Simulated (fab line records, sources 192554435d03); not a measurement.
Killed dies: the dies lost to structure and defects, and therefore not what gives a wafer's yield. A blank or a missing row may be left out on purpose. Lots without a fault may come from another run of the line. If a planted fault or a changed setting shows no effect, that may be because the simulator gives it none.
fab line records | flow n5_finfet | part 1 of 2: steps 1 to 25 of 36
record: lots: 5 | wafers: 15 | last_day: 17
route steps=1938 shown BEOL_M5@1167 BEOL_M6@1194
lots that met no fault: taken from a fault-free run of the same line
start_h: hours from the record's opening day to when the first of the lot's shown wafers began | wait_h: hours since the lot's step before | " as in the row above | L1.1+2: several wafers, shown together as one row | - value missing, or start not given | * or withheld: withheld | < > ~ a bound
route shown NAME@n: NAME is a module with steps in the file, n the number in the route of the first one | usual: average and standard deviation across the fault-free wafers | same: alike in all rows | chamber/n: place in a boat | sites: per-site readings | _std_site: standard deviation of those values | _edge_site: outer sites' mean less inner sites' | radius_mm: how far each site lies from the wafer's centre | mask NAME#n: copy n | behind: the most recent tool/chamber to have shaped the wafer | hold: cause of the lot's hold/its duration in hours/its outcome | device: whichever transistor did not switch (one of n, p or np) | end of line: the same wafers' tests at the end of the route | where a step has no rows: the recipe by itself | killed: count of dies lost to structure and defects at first sort (not the wafer's yield) | map: a wafer's dies, marking killed ones x, the rest . and places with no die _
set.NAME: the setting as run; set.NAME@STEP: as run at that earlier step | model.NAME: the simulator's own value behind a step, which no gauge read
certain route steps with their lots: each step a table, each wafer a row
services: a tool's chamber out of use, with start hour (start_h, from the record's first day; less than 0 if before it), hours out, and reason
== steps ==
step: N5_BEOL_M5_SRD_43
recipe: time_s: 30 | temp_c: 23 | rinse_liquid: diw | dry: ipa_marangoni
usual: temp_c: 23.02/0.11
lot.wafer | tool         | chamber | start_h | wait_h | temp_c
L075.1    | wet_bench-06 | 2       | 197.71  | 0.0    | 23.02
L075.3    | "            | 5       | "       | "      | 23.12
L075.4    | "            | 6       | "       | "      | 23.02
L081.2    | wet_bench-06 | 3       | 231.19  | 0.0    | 23.02
L081.3    | "            | 1       | "       | "      | 22.95
L081.6    | "            | 7       | "       | "      | 23.01
L085.1    | wet_bench-01 | 2       | 250.90  | 0.0    | 22.96
L085.2    | "            | 7       | "       | "      | 22.96
L085.6    | "            | 1       | "       | "      | 23.12
L089.1    | wet_bench-04 | 2       | 272.29  | 0.0    | 23.05
L089.3    | "            | 6       | "       | "      | 22.92
L089.5    | "            | 7       | "       | "      | 23.14
L093.1    | wet_bench-04 | 7       | 297.69  | 0.0    | 23.09
L093.4    | "            | 2       | "       | "      | 22.83
L093.6    | "            | 0       | "       | "      | 23.05
step: N5_BEOL_M5_CD_MEAS_35
recipe: target_cd_nm: 28 | target_cd_y_nm: 24 | polarity: opening
usual: cd_nm: 27.9/0.42
lot.wafer | tool      | chamber | start_h | wait_h | cd_nm
L075.1    | cd_sem-02 | -       | 197.75  | 0.0    | 28.1
L075.3    | "         | -       | "       | "      | 28.1
L075.4    | "         | -       | "       | "      | 27.8
L081.2    | cd_sem-02 | -       | 231.23  | 0.0    | 27.9
L081.3    | "         | -       | "       | "      | 28.0
L081.6    | "         | -       | "       | "      | 28.4
L085.1    | cd_sem-01 | -       | 250.94  | 0.0    | 27.7
L085.2    | "         | -       | "       | "      | 27.7
L085.6    | "         | -       | "       | "      | 28.2
L089.1    | cd_sem-03 | -       | 272.33  | 0.0    | 27.6
L089.3    | "         | -       | "       | "      | 27.6
L089.5    | "         | -       | "       | "      | 27.8
L093.1    | cd_sem-02 | -       | 297.73  | 0.0    | 27.6
L093.4    | "         | -       | "       | "      | 27.4
L093.6    | "         | -       | "       | "      | 27.7
step: N5_BEOL_M5_CURE_80
recipe: temp_c: 370 | time_s: 120 | ambient: DMADMS/He | material: SiCOH_lowk
usual: lamp_power_pct: 52.31/0.055 | wafer_temp_C_max: 372.0/0.6
lot.wafer | tool       | chamber | start_h | wait_h | lamp_power_pct | wafer_temp_C_max
L075.1    | uv_cure-01 | 2       | 197.80  | 0.0    | 52.31          | 372.3
L075.3    | "          | 2       | "       | "      | 52.37          | 372.1
L075.4    | "          | 2       | "       | "      | 52.39          | 371.5
L081.2    | uv_cure-03 | 2       | 231.47  | 0.2    | 52.31          | 371.9
L081.3    | "          | 2       | "       | "      | 52.33          | 372.0
L081.6    | "          | 2       | "       | "      | 52.30          | 372.1
L085.1    | uv_cure-03 | 1       | 251.47  | 0.5    | 52.34          | 371.9
L085.2    | "          | 1       | "       | "      | 52.36          | 372.2
L085.6    | "          | 1       | "       | "      | 52.38          | 371.2
L089.1    | uv_cure-02 | 1       | 272.38  | 0.0    | 52.26          | 373.2
L089.3    | "          | 1       | "       | "      | 52.28          | 372.3
L089.5    | "          | 1       | "       | "      | 52.46          | 372.0
L093.1    | uv_cure-01 | 1       | 297.77  | 0.0    | 52.30          | 372.6
L093.4    | "          | 1       | "       | "      | 52.27          | 371.6
L093.6    | "          | 1       | "       | "      | 52.27          | 373.2
step: N5_BEOL_M5_DEGAS_44
recipe: ambient: vacuum | temp_c: 250 | time_s: 60
usual: heater_power_w: 326/36
lot.wafer | tool           | chamber | start_h | wait_h | heater_power_w
L075.1    | pvd_sputter-02 | -       | 198.24  | 0.4    | 324
L075.3    | "              | -       | "       | "      | 283
L075.4    | "              | -       | "       | "      | 322
L081.2    | pvd_sputter-02 | -       | 232.49  | 0.8    | 331
L081.3    | "              | -       | "       | "      | 294
L081.6    | "              | -       | "       | "      | 325
L085.1    | pvd_sputter-01 | -       | 252.10  | 0.6    | 277
L085.2    | "              | -       | "       | "      | 293
L085.6    | "              | -       | "       | "      | 296
L089.1    | pvd_sputter-02 | -       | 272.70  | 0.3    | 288
L089.3    | "              | -       | "       | "      | 317
L089.5    | "              | -       | "       | "      | 319
L093.1    | pvd_sputter-03 | -       | 298.71  | 0.9    | 412
L093.4    | "              | -       | "       | "      | 343
L093.6    | "              | -       | "       | "      | 399
step: N5_BEOL_M5_PRE_CLEAN_45
recipe: gas: H2/He | time_s: 30 | temp_c: 250
usual: heater_power_w: 326/35
lot.wafer | tool           | chamber | start_h | wait_h | heater_power_w
L075.1    | pvd_sputter-02 | -       | 198.28  | 0.0    | 318
L075.3    | "              | -       | "       | "      | 287
L075.4    | "              | -       | "       | "      | 322
L081.2    | pvd_sputter-02 | -       | 232.53  | 0.0    | 334
L081.3    | "              | -       | "       | "      | 287
L081.6    | "              | -       | "       | "      | 325
L085.1    | pvd_sputter-01 | -       | 252.14  | 0.0    | 288
L085.2    | "              | -       | "       | "      | 293
L085.6    | "              | -       | "       | "      | 291
L089.1    | pvd_sputter-02 | -       | 272.74  | 0.0    | 291
L089.3    | "              | -       | "       | "      | 318
L089.5    | "              | -       | "       | "      | 323
L093.1    | pvd_sputter-03 | -       | 298.75  | 0.0    | 406
L093.4    | "              | -       | "       | "      | 338
L093.6    | "              | -       | "       | "      | 403
step: N5_BEOL_M5_ALD_86
recipe: material: TaN | target_thk_a: * | temp_c: 275 | ald_precursor_family: PDMAT | ald_co_reactant: NH3 | pressure_torr: 3 | carrier_flow_sccm: 1500 | pulse_time_s: 2 | purge_time_s: 3 | co_reactant_purge_time_s: 2 | co_reactant_pulse_time_s: 3 | ald_cycles: 30 | precursor_vessel_temp_c: 75 | precursor_vessel_pressure_torr: 26.25 | precursor_vessel_carrier_sccm: 1000
usual: heater_power_w: 397/43
same: ald_cycles: 30 | pulse_time_s: 2
lot.wafer | tool         | chamber | start_h | wait_h | heater_power_w
L075.1    | ald_metal-04 | 2       | 198.35  | 0.1    | 398
L075.3    | "            | 0       | "       | "      | 387
L075.4    | "            | 3       | "       | "      | 382
L081.2    | ald_metal-01 | 0       | 232.64  | 0.1    | 478
L081.3    | "            | 3       | "       | "      | 391
L081.6    | "            | 1       | "       | "      | 351
L085.1    | ald_metal-04 | 1       | 252.25  | 0.1    | 393
L085.2    | "            | 2       | "       | "      | 399
L085.6    | "            | 1       | "       | "      | 398
L089.1    | ald_metal-02 | 2       | 272.80  | 0.0    | 332
L089.3    | "            | 1       | "       | "      | 368
L089.5    | "            | 2       | "       | "      | 327
L093.1    | ald_metal-04 | 1       | 298.82  | 0.0    | 394
L093.4    | "            | 3       | "       | "      | 379
L093.6    | "            | 1       | "       | "      | 384
step: N5_BEOL_M5_SURFACE_TREAT_87
recipe: gas: Ar | time_s: * | ion_energy_ev: * | ion_current_ma_cm2: 0.5 | pressure_mtorr: * | ar_flow_sccm: 30
usual: throttle_valve_pct: *
lot.wafer | tool           | chamber | start_h | wait_h | throttle_valve_pct
L075.1    | pvd_sputter-03 | -       | 198.67  | 0.2    | *
L075.3    | "              | -       | "       | "      | *
L075.4    | "              | -       | "       | "      | *
L081.2    | pvd_sputter-03 | -       | 233.09  | 0.4    | *
L081.3    | "              | -       | "       | "      | *
L081.6    | "              | -       | "       | "      | *
L085.1    | pvd_sputter-03 | -       | 252.51  | 0.2    | *
L085.2    | "              | -       | "       | "      | *
L085.6    | "              | -       | "       | "      | *
L089.1    | pvd_sputter-03 | -       | 273.09  | 0.2    | *
L089.3    | "              | -       | "       | "      | *
L089.5    | "              | -       | "       | "      | *
L093.1    | pvd_sputter-03 | -       | 299.09  | 0.2    | *
L093.4    | "              | -       | "       | "      | *
L093.6    | "              | -       | "       | "      | *
step: N5_BEOL_M5_CVD_47
recipe: material: Co | target_thk_a: 30 | temp_c: withheld | precursor: CCTBA/H2 | pressure_torr: 30 | time_s: 216
lot.wafer  | tool      | chamber | start_h | wait_h
L075.1+3+4 | cvd_co-02 | 0,2,0   | 198.73  | 0.0
L081.2+3+6 | cvd_co-01 | 0,2,0   | 233.16  | 0.0
L085.1+2+6 | cvd_co-01 | 2,1,2   | 252.57  | 0.0
L089.1+3+5 | cvd_co-02 | 0,2,0   | 273.18  | 0.1
L093.1+4+6 | cvd_co-02 | 1,2,1   | 299.15  | 0.0
step: N5_BEOL_M5_SPUTTER_48
recipe: material: Cu | target_thk_a: 150 | temp_c: -20 | chamber_pressure_pa: 0.07 | power_w: withheld | time_s: 27.62
usual: throttle_valve_pct: 30.4/0.84
lot.wafer | tool           | chamber | start_h | wait_h | throttle_valve_pct
L075.1    | pvd_sputter-03 | -       | 198.91  | 0.1    | 30.6
L075.3    | "              | -       | "       | "      | 30.7
L075.4    | "              | -       | "       | "      | 30.3
L081.2    | pvd_sputter-03 | -       | 233.33  | 0.1    | 30.6
L081.3    | "              | -       | "       | "      | 30.7
L081.6    | "              | -       | "       | "      | 29.5
L085.1    | pvd_sputter-03 | -       | 252.73  | 0.1    | 30.5
L085.2    | "              | -       | "       | "      | 30.8
L085.6    | "              | -       | "       | "      | 30.8
L089.1    | pvd_sputter-03 | -       | 273.34  | 0.1    | 30.6
L089.3    | "              | -       | "       | "      | 30.4
L089.5    | "              | -       | "       | "      | 29.6
L093.1    | pvd_sputter-01 | -       | 299.48  | 0.3    | 30.6
L093.4    | "              | -       | "       | "      | 30.2
L093.6    | "              | -       | "       | "      | 30.4
step: N5_BEOL_M5_ANNEAL_49
recipe: temp_c: 400 | time_s: 1800 | ambient: vacuum
usual: heater_power_w: 818/93 | susceptor_temp_C_max: 401.1/0.43
lot.wafer | tool           | chamber | start_h | wait_h | heater_power_w | susceptor_temp_C_max
L075.1    | pvd_sputter-03 | -       | 198.99  | 0.0    | 930            | 400.7
L075.3    | "              | -       | "       | "      | 822            | 402.0
L075.4    | "              | -       | "       | "      | 840            | 401.4
L081.2    | pvd_sputter-03 | -       | 233.41  | 0.0    | 934            | 400.5
L081.3    | "              | -       | "       | "      | 861            | 400.6
L081.6    | "              | -       | "       | "      | 1033           | 400.7
L085.1    | pvd_sputter-03 | -       | 252.81  | 0.0    | 942            | 400.7
L085.2    | "              | -       | "       | "      | 808            | 401.7
L085.6    | "              | -       | "       | "      | 846            | 401.4
L089.1    | pvd_sputter-03 | -       | 273.42  | 0.0    | 809            | 401.1
L089.3    | "              | -       | "       | "      | 957            | 400.7
L089.5    | "              | -       | "       | "      | 1005           | 401.8
L093.1    | pvd_sputter-01 | -       | 299.56  | 0.0    | 757            | 401.0
L093.4    | "              | -       | "       | "      | 720            | 400.8
L093.6    | "              | -       | "       | "      | 718            | 401.0
step: N5_BEOL_M5_SPUTTER_81
recipe: material: Cu | target_thk_a: 150 | temp_c: -20 | chamber_pressure_pa: 0.07 | power_w: withheld | time_s: 27.62
usual: throttle_valve_pct: 30.4/0.84
lot.wafer | tool           | chamber | start_h | wait_h | throttle_valve_pct
L075.1    | pvd_sputter-03 | -       | 200.00  | 0.5    | 30.4
L075.3    | "              | -       | "       | "      | 30.6
L075.4    | "              | -       | "       | "      | 30.9
L081.2    | pvd_sputter-03 | -       | 234.42  | 0.5    | 30.4
L081.3    | "              | -       | "       | "      | 30.5
L081.6    | "              | -       | "       | "      | 29.8
L085.1    | pvd_sputter-03 | -       | 253.81  | 0.5    | 30.4
L085.2    | "              | -       | "       | "      | 30.7
L085.6    | "              | -       | "       | "      | 30.3
L089.1    | pvd_sputter-03 | -       | 274.43  | 0.5    | 30.5
L089.3    | "              | -       | "       | "      | 30.4
L089.5    | "              | -       | "       | "      | 29.8
L093.1    | pvd_sputter-01 | -       | 300.57  | 0.5    | 30.4
L093.4    | "              | -       | "       | "      | 30.3
L093.6    | "              | -       | "       | "      | 30.4
step: N5_BEOL_M5_ANNEAL_82
recipe: temp_c: 400 | time_s: 1800 | ambient: vacuum
usual: heater_power_w: 818/93 | susceptor_temp_C_max: 401.2/0.42
lot.wafer | tool           | chamber | start_h | wait_h | heater_power_w | susceptor_temp_C_max
L075.1    | pvd_sputter-03 | -       | 200.08  | 0.0    | 946            | 401.0
L075.3    | "              | -       | "       | "      | 822            | 401.4
L075.4    | "              | -       | "       | "      | 837            | 401.0
L081.2    | pvd_sputter-03 | -       | 234.50  | 0.0    | 960            | 400.8
L081.3    | "              | -       | "       | "      | 830            | 400.6
L081.6    | "              | -       | "       | "      | 1021           | 401.1
L085.1    | pvd_sputter-03 | -       | 253.89  | 0.0    | 925            | 400.5
L085.2    | "              | -       | "       | "      | 840            | 401.5
L085.6    | "              | -       | "       | "      | 861            | 401.3
L089.1    | pvd_sputter-03 | -       | 274.51  | 0.0    | 816            | 401.3
L089.3    | "              | -       | "       | "      | 951            | 400.9
L089.5    | "              | -       | "       | "      | 1021           | 400.8
L093.1    | pvd_sputter-01 | -       | 300.65  | 0.0    | 754            | 401.5
L093.4    | "              | -       | "       | "      | 721            | 401.4
L093.6    | "              | -       | "       | "      | 729            | 401.2
step: N5_BEOL_M5_SPUTTER_83
recipe: material: Cu | target_thk_a: 150 | temp_c: -20 | chamber_pressure_pa: 0.07 | power_w: withheld | time_s: 27.62
usual: throttle_valve_pct: 30.4/0.84
lot.wafer | tool           | chamber | start_h | wait_h | throttle_valve_pct
L075.1    | pvd_sputter-03 | -       | 201.08  | 0.5    | 30.5
L075.3    | "              | -       | "       | "      | 30.5
L075.4    | "              | -       | "       | "      | 30.5
L081.2    | pvd_sputter-03 | -       | 235.51  | 0.5    | 30.3
L081.3    | "              | -       | "       | "      | 30.8
L081.6    | "              | -       | "       | "      | 29.6
L085.1    | pvd_sputter-03 | -       | 254.90  | 0.5    | 30.4
L085.2    | "              | -       | "       | "      | 30.4
L085.6    | "              | -       | "       | "      | 30.9
L089.1    | pvd_sputter-03 | -       | 275.51  | 0.5    | 30.9
L089.3    | "              | -       | "       | "      | 30.4
L089.5    | "              | -       | "       | "      | 29.8
L093.1    | pvd_sputter-01 | -       | 301.66  | 0.5    | 30.5
L093.4    | "              | -       | "       | "      | 30.3
L093.6    | "              | -       | "       | "      | 30.5
step: N5_BEOL_M5_ANNEAL_84
recipe: temp_c: 400 | time_s: 1800 | ambient: vacuum
usual: heater_power_w: 819/93 | susceptor_temp_C_max: 401.1/0.47
lot.wafer | tool           | chamber | start_h | wait_h | heater_power_w | susceptor_temp_C_max
L075.1    | pvd_sputter-03 | -       | 201.16  | 0.0    | 938            | 400.8
L075.3    | "              | -       | "       | "      | 828            | 401.4
L075.4    | "              | -       | "       | "      | 835            | 400.9
L081.2    | pvd_sputter-03 | -       | 235.59  | 0.0    | 909            | 400.5
L081.3    | "              | -       | "       | "      | 840            | 401.7
L081.6    | "              | -       | "       | "      | 1005           | 400.6
L085.1    | pvd_sputter-03 | -       | 254.98  | 0.0    | 926            | 400.2
L085.2    | "              | -       | "       | "      | 840            | 401.8
L085.6    | "              | -       | "       | "      | 851            | 400.8
L089.1    | pvd_sputter-03 | -       | 275.59  | 0.0    | 851            | 401.3
L089.3    | "              | -       | "       | "      | 920            | 401.2
L089.5    | "              | -       | "       | "      | 1032           | 400.7
L093.1    | pvd_sputter-01 | -       | 301.74  | 0.0    | 731            | 401.7
L093.4    | "              | -       | "       | "      | 701            | 401.6
L093.6    | "              | -       | "       | "      | 697            | 401.2
step: N5_BEOL_M5_SPUTTER_88
recipe: material: Cu | target_thk_a: 150 | temp_c: -20 | chamber_pressure_pa: 0.07 | power_w: withheld | time_s: 27.62
usual: throttle_valve_pct: 30.4/0.89
lot.wafer | tool           | chamber | start_h | wait_h | throttle_valve_pct
L075.1    | pvd_sputter-03 | -       | 202.17  | 0.5    | 30.1
L075.3    | "              | -       | "       | "      | 30.7
L075.4    | "              | -       | "       | "      | 30.7
L081.2    | pvd_sputter-03 | -       | 236.59  | 0.5    | 30.4
L081.3    | "              | -       | "       | "      | 30.5
L081.6    | "              | -       | "       | "      | 29.4
L085.1    | pvd_sputter-03 | -       | 255.99  | 0.5    | 30.6
L085.2    | "              | -       | "       | "      | 30.8
L085.6    | "              | -       | "       | "      | 30.9
L089.1    | pvd_sputter-03 | -       | 276.60  | 0.5    | 30.7
L089.3    | "              | -       | "       | "      | 30.5
L089.5    | "              | -       | "       | "      | 29.6
L093.1    | pvd_sputter-01 | -       | 302.74  | 0.5    | 30.7
L093.4    | "              | -       | "       | "      | 30.2
L093.6    | "              | -       | "       | "      | 30.4
step: N5_BEOL_M5_ANNEAL_89
recipe: temp_c: 400 | time_s: 1800 | ambient: vacuum
usual: heater_power_w: 819/91 | susceptor_temp_C_max: 401.2/0.43
lot.wafer | tool           | chamber | start_h | wait_h | heater_power_w | susceptor_temp_C_max
L075.1    | pvd_sputter-03 | -       | 202.25  | 0.0    | 931            | 401.4
L075.3    | "              | -       | "       | "      | 816            | 401.1
L075.4    | "              | -       | "       | "      | 816            | 401.0
L081.2    | pvd_sputter-03 | -       | 236.67  | 0.0    | 934            | 401.2
L081.3    | "              | -       | "       | "      | 832            | 401.1
L081.6    | "              | -       | "       | "      | 1024           | 401.2
L085.1    | pvd_sputter-03 | -       | 256.07  | 0.0    | 938            | 400.8
L085.2    | "              | -       | "       | "      | 816            | 401.9
L085.6    | "              | -       | "       | "      | 828            | 401.1
L089.1    | pvd_sputter-03 | -       | 276.68  | 0.0    | 859            | 400.9
L089.3    | "              | -       | "       | "      | 929            | 401.0
L089.5    | "              | -       | "       | "      | 1001           | 401.4
L093.1    | pvd_sputter-01 | -       | 302.82  | 0.0    | 739            | 401.3
L093.4    | "              | -       | "       | "      | 719            | 401.4
L093.6    | "              | -       | "       | "      | 716            | 402.0
step: N5_BEOL_M5_SPUTTER_90
recipe: material: Cu | target_thk_a: 45 | temp_c: -20 | chamber_pressure_pa: 0.07 | power_w: withheld | time_s: 8.29
usual: throttle_valve_pct: 30.4/0.86
lot.wafer | tool           | chamber | start_h | wait_h | throttle_valve_pct
L075.1    | pvd_sputter-03 | -       | 203.26  | 0.5    | 30.6
L075.3    | "              | -       | "       | "      | 30.6
L075.4    | "              | -       | "       | "      | 30.9
L081.2    | pvd_sputter-03 | -       | 237.68  | 0.5    | 30.5
L081.3    | "              | -       | "       | "      | 30.6
L081.6    | "              | -       | "       | "      | 29.5
L085.1    | pvd_sputter-03 | -       | 257.07  | 0.5    | 30.5
L085.2    | "              | -       | "       | "      | 30.8
L085.6    | "              | -       | "       | "      | 30.7
L089.1    | pvd_sputter-03 | -       | 277.69  | 0.5    | 30.8
L089.3    | "              | -       | "       | "      | 30.4
L089.5    | "              | -       | "       | "      | 29.4
L093.1    | pvd_sputter-01 | -       | 303.83  | 0.5    | 30.7
L093.4    | "              | -       | "       | "      | 30.6
L093.6    | "              | -       | "       | "      | 30.4
step: N5_BEOL_M5_ECD_50
recipe: material: Cu | target_thk_a: 3000
lot.wafer  | tool      | chamber | start_h | wait_h
L075.1+3+4 | ecd_cu-02 | 1,0,1   | 203.37  | 0.1
L081.2+3+6 | ecd_cu-01 | 1       | 237.80  | 0.1
L085.1+2+6 | ecd_cu-01 | 1,0,0   | 257.19  | 0.1
L089.1+3+5 | ecd_cu-02 | 0,1,1   | 277.80  | 0.1
L093.1+4+6 | ecd_cu-02 | 1,1,0   | 303.95  | 0.1
step: N5_BEOL_M5_ANNEAL_51
recipe: temp_c: 225 | time_s: 90 | ambient: N2
usual: wafer_temp_C_max: 226.36/0.28
lot.wafer | tool          | chamber | start_h | wait_h | wafer_temp_C_max
L075.1    | rtp_anneal-02 | 0       | 203.46  | 0.1    | 226.53
L075.3    | "             | 0       | "       | "      | 226.07
L075.4    | "             | 0       | "       | "      | 226.14
L081.2    | rtp_anneal-02 | 0       | 237.98  | 0.2    | 226.08
L081.3    | "             | 0       | "       | "      | 226.41
L081.6    | "             | 0       | "       | "      | 226.31
L085.1    | rtp_anneal-02 | 0       | 257.28  | 0.1    | 225.86
L085.2    | "             | 0       | "       | "      | 226.21
L085.6    | "             | 0       | "       | "      | 226.28
L089.1    | rtp_anneal-02 | 0       | 277.89  | 0.1    | 225.89
L089.3    | "             | 0       | "       | "      | 225.84
L089.5    | "             | 0       | "       | "      | 225.89
L093.1    | rtp_anneal-02 | 0       | 304.03  | 0.1    | 226.34
L093.4    | "             | 0       | "       | "      | 226.11
L093.6    | "             | 0       | "       | "      | 226.16
step: N5_BEOL_M5_CMP_52
recipe: stop_on: SiCOH_lowk | t_overpolish_s: 6.9 | down_force_psi: 1 | platen_rpm: 50 | clearing_platen_down_force_psi: 1.5 | clearing_platen_rpm: 50 | post_cmp_clean: cu_alkaline | target_thk_nm: 62 | clearing_platen_pad_velocity_m_s: 0.99484 | pad_velocity_m_s: 0.99484
usual: barrier_field_endpoint_s: 24.7/0.87 | motor_current_A: 6.2/0.76 | overpolish_run_s: 6.899/0.01 | platen_rpm: 50.00/0.034 | time_to_endpoint_s: 62/4.6
lot.wafer | tool   | chamber | start_h | wait_h | barrier_field_endpoint_s | motor_current_A | overpolish_run_s | platen_rpm | time_to_endpoint_s
L075.4    | cmp-01 | 3       | 203.76  | 0.1    | 26.2                     | 6.5             | 6.915            | 49.97      | 66
L075.1    | "      | 0       | "       | "      | 24.1                     | 5.2             | 6.893            | 49.93      | 55
L075.3    | "      | 2       | "       | "      | 24.3                     | 6.7             | 6.883            | 50.04      | 61
L081.2    | cmp-03 | 3       | 238.23  | 0.2    | 23.3                     | 8.0             | 6.894            | 49.96      | 59
L081.3    | "      | 1       | "       | "      | 24.6                     | 5.2             | 6.904            | 50.00      | 59
L081.6    | "      | 0       | "       | "      | 23.9                     | 6.4             | 6.894            | 50.02      | 59
L085.2    | cmp-03 | 0       | 257.57  | 0.2    | 24.7                     | 6.3             | 6.913            | 50.02      | 59
L085.1    | "      | 3       | "       | "      | 24.5                     | 8.0             | 6.908            | 50.02      | 59
L085.6    | "      | 1       | "       | "      | 24.9                     | 5.1             | 6.897            | 49.97      | 61
L089.1    | cmp-01 | 1       | 278.19  | 0.3    | 24.4                     | 6.4             | 6.900            | 49.99      | 61
L089.3    | "      | 2       | "       | "      | 24.6                     | 6.4             | 6.903            | 49.98      | 64
L089.5    | "      | 2       | "       | "      | 25.8                     | 6.6             | 6.905            | 50.05      | 66
L093.1    | cmp-01 | 3       | 304.37  | 0.3    | 25.3                     | 6.4             | 6.901            | 49.98      | 68
L093.4    | "      | 1       | "       | "      | 23.2                     | 6.3             | 6.898            | 50.01      | 58
L093.6    | "      | 3       | "       | "      | 24.8                     | 6.6             | 6.898            | 50.00      | 66
step: N5_BEOL_M5_THK_MEAS_53
recipe: thk_meas_gauge: xrf | reads: Cu_of_BEOL_M5_ECD_50
usual: M5_THK: 63.0/2.6
lot.wafer | tool          | chamber | start_h | wait_h | M5_THK[nm]
L075.1    | film_metro-01 | -       | 204.17  | -      | 60.6
L075.3    | "             | -       | "       | "      | 62.0
L075.4    | "             | -       | "       | "      | 60.5
L081.2    | film_metro-01 | -       | 238.53  | -      | 59.6
L081.3    | "             | -       | "       | "      | 65.7
L081.6    | "             | -       | "       | "      | 63.8
L085.1    | film_metro-01 | -       | 257.87  | -      | 62.5
L085.2    | "             | -       | "       | "      | 62.3
L085.6    | "             | -       | "       | "      | 63.0
L089.1    | film_metro-01 | -       | 278.48  | -      | 60.3
L089.3    | "             | -       | "       | "      | 61.6
L089.5    | "             | -       | "       | "      | 59.2
L093.1    | film_metro-02 | -       | 304.62  | -      | 66.5
L093.4    | "             | -       | "       | "      | 64.0
L093.6    | "             | -       | "       | "      | 66.8
step: N5_BEOL_M5_PRE_CLEAN_77
recipe: gas: NH3/H2 | time_s: 15 | temp_c: * | rf_power_w: 300
usual: heater_power_w: 87/18
lot.wafer | tool      | chamber | start_h | wait_h | heater_power_w
L075.1    | cvd_co-01 | 1       | 204.20  | 0.0    | 118
L075.3    | "         | 2       | "       | "      | 66
L075.4    | "         | 1       | "       | "      | 119
L081.2    | cvd_co-02 | 1       | 238.56  | 0.0    | 81
L081.3    | "         | 0       | "       | "      | 97
L081.6    | "         | 1       | "       | "      | 83
L085.1    | cvd_co-01 | 0       | 257.91  | 0.0    | 76
L085.2    | "         | 2       | "       | "      | 68
L085.6    | "         | 2       | "       | "      | 67
L089.1    | cvd_co-01 | 2       | 278.52  | 0.0    | 67
L089.3    | "         | 1       | "       | "      | 117
L089.5    | "         | 0       | "       | "      | 76
L093.1    | cvd_co-01 | 1       | 304.66  | 0.0    | 116
L093.4    | "         | 0       | "       | "      | 76
L093.6    | "         | 2       | "       | "      | 67
step: N5_BEOL_M5_CO_CAP_78
recipe: material: Co | target_thk_a: 20 | temp_c: 200 | precursor: CCTBA/H2 | pressure_torr: 30 | time_s: 102.1
usual: heater_power_w: 238/23
lot.wafer | tool      | chamber | start_h | wait_h | heater_power_w
L075.1    | cvd_co-01 | 1       | 204.26  | 0.0    | 279
L075.3    | "         | 2       | "       | "      | 217
L075.4    | "         | 1       | "       | "      | 274
L081.2    | cvd_co-02 | 1       | 238.60  | 0.0    | 236
L081.3    | "         | 0       | "       | "      | 253
L081.6    | "         | 1       | "       | "      | 240
L085.1    | cvd_co-01 | 0       | 257.95  | 0.0    | 222
L085.2    | "         | 2       | "       | "      | 216
L085.6    | "         | 2       | "       | "      | 211
L089.1    | cvd_co-01 | 2       | 278.56  | 0.0    | 213
L089.3    | "         | 1       | "       | "      | 283
L089.5    | "         | 0       | "       | "      | 224
L093.1    | cvd_co-01 | 1       | 304.70  | 0.0    | 273
L093.4    | "         | 0       | "       | "      | 225
L093.6    | "         | 2       | "       | "      | 222
step: N5_BEOL_M5_PRE_CLEAN_55
recipe: gas: NH3 | time_s: 15 | temp_c: withheld | rf_power_w: 300
lot.wafer  | tool     | chamber | start_h | wait_h
L075.1+3+4 | pecvd-03 | 2,1,0   | 204.39  | 0.1
L081.2+3+6 | pecvd-02 | 2,2,0   | 238.70  | 0.1
L085.1+2+6 | pecvd-01 | 1,0,0   | 258.04  | 0.1
L089.1+3+5 | pecvd-01 | 2,0,1   | 278.65  | 0.1
L093.1+4+6 | pecvd-01 | 0,1,0   | 304.79  | 0.1
step: N5_BEOL_M5_DEP_56
recipe: material: SiCN | target_thk_a: 80 | temp_c: withheld | precursor: 3MS/NH3 | pressure_torr: 3 | rf_w: 202 | time_s: 14
usual: showerhead_plenum_p_Torr: 3.660/0.016 | throttle_valve_pct: 8.8/0.43
lot.wafer | tool     | chamber | start_h | wait_h | showerhead_plenum_p_Torr | throttle_valve_pct
L075.1    | pecvd-03 | 2       | 204.41  | 0.0    | 3.668                    | 8.4
L075.3    | "        | 1       | "       | "      | 3.676                    | 8.3
L075.4    | "        | 0       | "       | "      | 3.682                    | 8.8
L081.2    | pecvd-02 | 2       | 238.73  | 0.0    | 3.634                    | 8.7
L081.3    | "        | 2       | "       | "      | 3.627                    | 8.6
L081.6    | "        | 0       | "       | "      | 3.658                    | 9.7
L085.1    | pecvd-01 | 1       | 258.06  | 0.0    | 3.647                    | 9.3
L085.2    | "        | 0       | "       | "      | 3.665                    | 9.0
L085.6    | "        | 0       | "       | "      | 3.658                    | 9.0
L089.1    | pecvd-01 | 2       | 278.68  | 0.0    | 3.641                    | 8.4
L089.3    | "        | 0       | "       | "      | 3.663                    | 9.0
L089.5    | "        | 1       | "       | "      | 3.641                    | 9.4
L093.1    | pecvd-01 | 0       | 304.82  | 0.0    | 3.662                    | 9.0
L093.4    | "        | 1       | "       | "      | 3.642                    | 9.3
L093.6    | "        | 0       | "       | "      | 3.664                    | 9.0
